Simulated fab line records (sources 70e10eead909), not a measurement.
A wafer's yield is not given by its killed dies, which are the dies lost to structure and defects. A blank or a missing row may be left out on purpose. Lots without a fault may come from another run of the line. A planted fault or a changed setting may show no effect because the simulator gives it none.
What tool caused it? | flow nand harc | Sampling: 11 lots, 33 wafers, 3 of 1302 route steps

## WHAT EACH GAUGE READ, for each wafer
NHARC_P_GATE_CD_MEAS_59: target cd 720 nm.
lot  | measured     | on        | cd nm (nm)
L301 | day 7 21:13  | cd sem-02 | 720.0 715.4 719.4
L302 | day 7 21:40  | cd sem-02 | 720.0 721.2 717.3
L303 | day 8 12:20  | cd sem-01 | 720.1 721.7 718.5
L304 | day 8 20:53  | cd sem-01 | 703.7 699.9 703.3 704.0 699.3 703.7
L309 | day 11 01:26 | cd sem-03 | 720.2 715.1 718.0
L313 | day 12 10:16 | cd sem-02 | 718.4 720.1 716.2
L314 | day 13 03:17 | cd sem-02 | 719.8 720.6 719.8
L315 | day 13 13:01 | cd sem-02 | 718.5 719.5 722.9
L317 | day 14 05:24 | cd sem-03 | 715.0 718.1 721.6
L318 | day 14 19:06 | cd sem-02 | 715.3 722.8 719.5
L319 | day 15 10:20 | cd sem-01 | 720.4 720.7 716.8

## WHICH TOOL RAN EACH LOT (tool, then ch and the chambers of the sampled wafers, then the start)
lot  | NHARC_P_GATE_STRIP_75                | NHARC_P_GATE_EXPOSE_56
L301 | plasma asher-02 ch 0,1, day 7 20:25  | krf scanner-04 ch 0, day 7 21:03
L302 | plasma asher-01 ch 0,1, day 7 20:52  | krf scanner-04 ch 0, day 7 21:31
L303 | plasma asher-01 ch 0,1, day 8 11:24  | krf scanner-01 ch 0, day 8 12:11
L304 | plasma asher-01 ch 0,1, day 8 19:57  | krf scanner-02 ch 0, day 8 20:43
L309 | plasma asher-01 ch 0,1, day 11 00:29 | krf scanner-01 ch 0, day 11 01:17
L313 | plasma asher-01 ch 0,1, day 12 09:29 | krf scanner-04 ch 0, day 12 10:07
L314 | plasma asher-01 ch 0,1, day 13 02:22 | krf scanner-01 ch 0, day 13 03:07
L315 | plasma asher-01 ch 0,1, day 13 12:05 | krf scanner-04 ch 0, day 13 12:51
L317 | plasma asher-01 ch 1, day 14 04:29   | krf scanner-04 ch 0, day 14 05:14
L318 | plasma asher-01 ch 0,1, day 14 18:19 | krf scanner-04 ch 0, day 14 18:57
L319 | plasma asher-02 ch 0,1, day 15 09:24 | krf scanner-02 ch 0, day 15 10:10
- NHARC_P_GATE_STRIP_75: strips in O2.
- NHARC_P_GATE_EXPOSE_56: exposes mask P PSD, target cd 720 nm.

## THE ANSWER, worked out from the rows above alone
Rule: what is usual is taken from the lots themselves. Put in order of their means at a reading, lots are off if they are a third of the lots or fewer, leave a main group of 4 or more, and stand apart from it by a gap of 3 or more times the standard deviation of the main group's means; of several such gaps the widest counts. The tables above print the reading to a certain number of digits; a main group whose means all agree to those digits is not used. Also off: a lot with no number at a reading for which 4 or more lots have one. The other lots that the step has rows for count as sound.
Off at NHARC_P_GATE_CD_MEAS_59 (cd nm): L304. Mean 719.1 nm and standard deviation 0.87 in the main group.
A tool fits if, at a process step before that reading, it ran every lot that is off, and no sound lot after the first of them. Gauges at NHARC_P_GATE_CD_MEAS_59: tried the same way as those tools. Of those tried, none fits.

## WHAT THE SIMULATOR PUT IN
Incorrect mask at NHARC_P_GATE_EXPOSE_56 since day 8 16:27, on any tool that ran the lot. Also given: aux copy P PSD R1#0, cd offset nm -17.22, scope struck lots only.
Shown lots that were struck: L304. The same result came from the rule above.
